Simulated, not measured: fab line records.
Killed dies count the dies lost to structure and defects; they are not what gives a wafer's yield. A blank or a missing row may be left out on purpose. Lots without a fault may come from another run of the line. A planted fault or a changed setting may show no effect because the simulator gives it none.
Comparing a struck lot with a sound one :: flow n5_finfet :: 16 steps out of a route of 1938
Sound: wafers L384.2, L384.4, L384.5. Struck: wafer L394.1 (L394.4, L394.5, from the same lot, were not struck and are left out); the cause is given at the end.
At each step with rows: each side's tool, then ch and its chambers, then its first start. Under that, the readings that differ: sound wafers :: struck wafers :: difference of the means :: sigmas: that difference in standard deviations of wafers without a fault.
alike: same words and numbers on both sides, and readings whose means sit less than 2 such deviations apart. not compared: any withheld reading, any reading some wafer has no value for, any bound like >300 that may hide the same value, and any number with overlapping values for which the record gives no deviation.
Wherever a step has rows on one side only, a row that says differs or no value, or a row with sigmas, the two part there. When numbers do not overlap yet have no deviation, they are printed without sigmas and do not part them. A reading that every wafer of one side lacks parts them only if that side has two wafers or more.

first, 8 steps without rows for these wafers: N5_BEOL_M14_COAT_58 (time 60 s, resist thk 89 nm); N5_BEOL_M14_COAT_04 (resist thk 800 nm); N5_BEOL_M14_EBR_06; N5_BEOL_M14_SOFTBAKE_05 (time 60 s); N5_BEOL_M14_EXPOSE_07 (exposes mask V13); N5_BEOL_M14_PEB_08 (peb time 90 s); N5_BEOL_M14_DEVELOP_09 (develop time 45 s); N5_BEOL_M14_HARDBAKE_14 (time 120 s).
N5_BEOL_M14_CD_MEAS_10: target cd 250 nm.
  sound on cd_sem-02 ch 0, day 13 06:27; struck on cd_sem-01 ch 0, day 14 20:57
  alike: cd_nm
N5_BEOL_M14_OVL_MEAS_11:
  sound on overlay-01 ch 0, day 13 06:29; struck on overlay-02 ch 0, day 14 20:59
  alike: V13_OVL
N5_BEOL_M14_INSPECT_12: inspects for defects (macro).
  sound on defect_inspect-02 at day 13 06:31; struck on defect_inspect-02 at day 14 21:00
  alike: raw_defect_count
N5_BEOL_M14_DESCUM_15: chemistry O2, time 7.9 s.
  sound on rie_diel-03 ch 0,1,3, day 13 06:32; struck on rie_diel-03 ch 2, day 14 21:32
reading: bias_power_w (W)
sound: 19.88 20.06 19.89
struck: 20.09
difference: +0.15
sigmas: +2

reading: drypump_motor_current_A (A)
sound: 5.29 5.89 5.56
struck: 6.14
difference: +0.56
sigmas: +2
  alike: oes_product_au, rf_vpp_V, showerhead_plenum_p_Torr, throttle_valve_pct
  not compared: rf_hours_counter_h
N5_BEOL_M14_ETCH_59: etches BARC in N2/H2, target depth 89 nm, overetch 26.7 nm, time 67.9 s.
  sound on rie_diel-03 ch 0,1,3, day 13 06:35; struck on rie_diel-03 ch 2, day 14 21:34
reading: model.coat_of_BEOL_M14_COAT_04.thk_nm (nm)
sound: 715.6 716.6 716.8
struck: 689.6
difference: -26.7
sigmas: 
  alike: drypump_motor_current_A, oes_product_au, rf_vpp_V, showerhead_plenum_p_Torr, throttle_valve_pct
  not compared: rf_hours_counter_h
N5_BEOL_M14_VIA_ETCH_16: etches SiO2 in C4F8/O2/Ar, target depth 1231.3 nm.
  sound on rie_diel-03 ch 0,1,3, day 13 06:38; struck on rie_diel-03 ch 2, day 14 21:37
reading: mfc_ar_sccm (sccm)
sound: 403.3 399.5 399.5
struck: 397.8
difference: -3.0
sigmas: -3

reading: model.coat_of_BEOL_M14_COAT_04.thk_nm (nm)
sound: 448.2 441.8 449.2
struck: 431.8
difference: -14.6
sigmas: 
  alike: drypump_motor_current_A, oes_product_au, rf_vpp_V, showerhead_plenum_p_Torr, throttle_valve_pct
N5_BEOL_M14_STRIP_63: strips in O2.
  sound: rie_diel-03 ch 0,1,3; struck: rie_diel-03 ch 2
  alike: drypump_motor_current_A, oes_product_au, rf_vpp_V, showerhead_plenum_p_Torr, throttle_valve_pct
  not compared: rf_hours_counter_h
then, 1 step without rows for these wafers: N5_PASSIVATION_PROBE_49.

== WHERE THEY PART ==
Earliest at N5_BEOL_M14_DESCUM_15; latest, in this record, at N5_BEOL_M14_VIA_ETCH_16. Later steps at which nothing parts them and some readings are alike: N5_BEOL_M14_STRIP_63.

WHY: what the simulator had put in
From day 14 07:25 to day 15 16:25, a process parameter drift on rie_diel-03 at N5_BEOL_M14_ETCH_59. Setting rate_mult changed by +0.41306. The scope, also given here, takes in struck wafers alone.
